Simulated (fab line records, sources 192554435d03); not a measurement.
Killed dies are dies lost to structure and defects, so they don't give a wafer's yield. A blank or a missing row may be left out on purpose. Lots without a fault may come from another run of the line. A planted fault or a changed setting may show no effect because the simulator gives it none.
Split-lot experiment | flow n5_finfet | 7 lots, 21 wafers read, on a route of 1938 steps

THE SPLIT
At N5_BEOL_M10_COAT_60 (time 60 s, resist thk 30 nm), the setting spin_rpm was moved away from the recipe's 1500 rpm on 8 of the 21 wafers read, by -6.1% to +10.7%. The other wafers ran this setting at the recipe's value.

FROM THE SPLIT TO THE READING: what the file shows between them, 3 steps
- N5_BEOL_M10_COAT_05: resist thk 90 nm
- N5_BEOL_M10_EBR_07
- N5_BEOL_M10_DESCUM_16: chemistry O2, time 7.9 s

THE READING
CAR-ArF_of_BEOL_M10_COAT_05.thk_nm (the simulator's own value, which no gauge read), in nm, at N5_BEOL_M10_ETCH_61 (etches SiARC in CF4, target depth 39 nm, time 65 s). The file gives no usual value for it. The 13 wafers here that ran the recipe average 55.5 nm, standard deviation 0.23 nm.

wafer  | tool, chamber at the split | spin_rpm as run, rpm | against the recipe | CAR-ArF_of_BEOL_M10_COAT_05.thk_nm, nm | against lot-mates on the recipe
L074.1 | litho_track-03, 0          | 1500                 | recipe             | 55.6                                   | -
L074.4 | litho_track-03, 0          | 1660                 | +10.7%             | 56.8                                   | +1.1
L074.5 | litho_track-03, 0          | 1500                 | recipe             | 55.8                                   | -
L080.2 | litho_track-02, 0          | 1500                 | recipe             | 55.4                                   | -
L080.3 | litho_track-02, 0          | 1642                 | +9.5%              | 56.6                                   | +1.2
L080.6 | litho_track-02, 0          | 1642                 | +9.5%              | 56.8                                   | +1.4
L089.2 | litho_track-03, 0          | 1439                 | -4.1%              | 54.8                                   | -0.4
L089.4 | litho_track-03, 0          | 1500                 | recipe             | 55.2                                   | -
L089.5 | litho_track-03, 0          | 1500                 | recipe             | 55.2                                   | -
L088.1 | litho_track-02, 0          | 1409                 | -6.1%              | 55                                     | -0.8
L088.3 | litho_track-02, 0          | 1500                 | recipe             | 56                                     | -
L088.4 | litho_track-02, 0          | 1500                 | recipe             | 55.6                                   | -
L090.1 | litho_track-02, 0          | 1644                 | +9.6%              | 56.8                                   | +1.3
L090.4 | litho_track-02, 0          | 1500                 | recipe             | 55.6                                   | -
L090.6 | litho_track-02, 0          | 1500                 | recipe             | 55.4                                   | -
L091.1 | litho_track-02, 0          | 1500                 | recipe             | 55.6                                   | -
L091.2 | litho_track-02, 0          | 1500                 | recipe             | 55.6                                   | -
L091.4 | litho_track-02, 0          | 1500                 | recipe             | 55.2                                   | -
L095.2 | litho_track-04, 0          | 1432                 | -4.5%              | 54.8                                   | -0.8
L095.4 | litho_track-04, 0          | 1432                 | -4.5%              | 55                                     | -0.6
L095.5 | litho_track-04, 0          | 1500                 | recipe             | 55.6                                   | -

THE FIT
A straight line over all 21 wafers: CAR-ArF_of_BEOL_M10_COAT_05.thk_nm changes by +0.125 nm for each +1% of spin_rpm; r = +0.95; the points scatter about the line by 0.21 nm.
The same after taking each lot's own level away (the mean of its wafers on the recipe; 21 wafers): +0.129 nm for each +1%; r = +0.97; scatter 0.15 nm.
On that fit, the largest move of spin_rpm shifts the reading by 1.4 nm.
The lots' own levels span 55.20 to 55.80 nm, that is 2.6 times the standard deviation above.
So the lot-to-lot level changes the slope little: the two slopes agree.
Check: with one of the wafers moved furthest among these (+10.7%) left out of the fit, the line predicts +1.46 nm for it against its lot-mates. It came out at +1.1 nm against them.

OTHER SPLITS ON THESE WAFERS
These wafers also went through other splits before the reading. Each is held against what the fit with the lots' levels taken away leaves over:
other split on the same wafers     | wafers away from the commonest value | r with CAR-ArF_of_BEOL_M10_COAT_05.thk_nm (lot level and that fit taken away)
N5_BEOL_M8_TRENCH_ETCH_37 time_s   | 6                                    | -0.18
N5_BEOL_M10_HM_DEP_02 target_thk_a | 6                                    | +0.15

THE WHOLE CHAIN: every reading that the file lists as answering this split, in the file's order
step                | what it does                                       | reading                                                                             | change (the file's fit)               | r (the file's)
N5_BEOL_M10_COAT_60 | time 60 s, resist thk 30 nm                        | SiARC_of_BEOL_M10_COAT_60.thk_nm (the simulator's own value, which no gauge read)   | -0.141 nm for each +1% of the setting | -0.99
N5_BEOL_M10_ETCH_61 | etches SiARC in CF4, target depth 39 nm, time 65 s | etch.depth_nm (the simulator's own value, which no gauge read)                      | -0.141 nm for each +1% of the setting | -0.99
N5_BEOL_M10_ETCH_61 | etches SiARC in CF4, target depth 39 nm, time 65 s | CAR-ArF_of_BEOL_M10_COAT_05.thk_nm (the simulator's own value, which no gauge read) | +0.125 nm for each +1% of the setting | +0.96

THE FILE'S OWN FIT
CAR-ArF_of_BEOL_M10_COAT_05.thk_nm changes by +0.125 nm for each +1% of spin_rpm, r = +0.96.
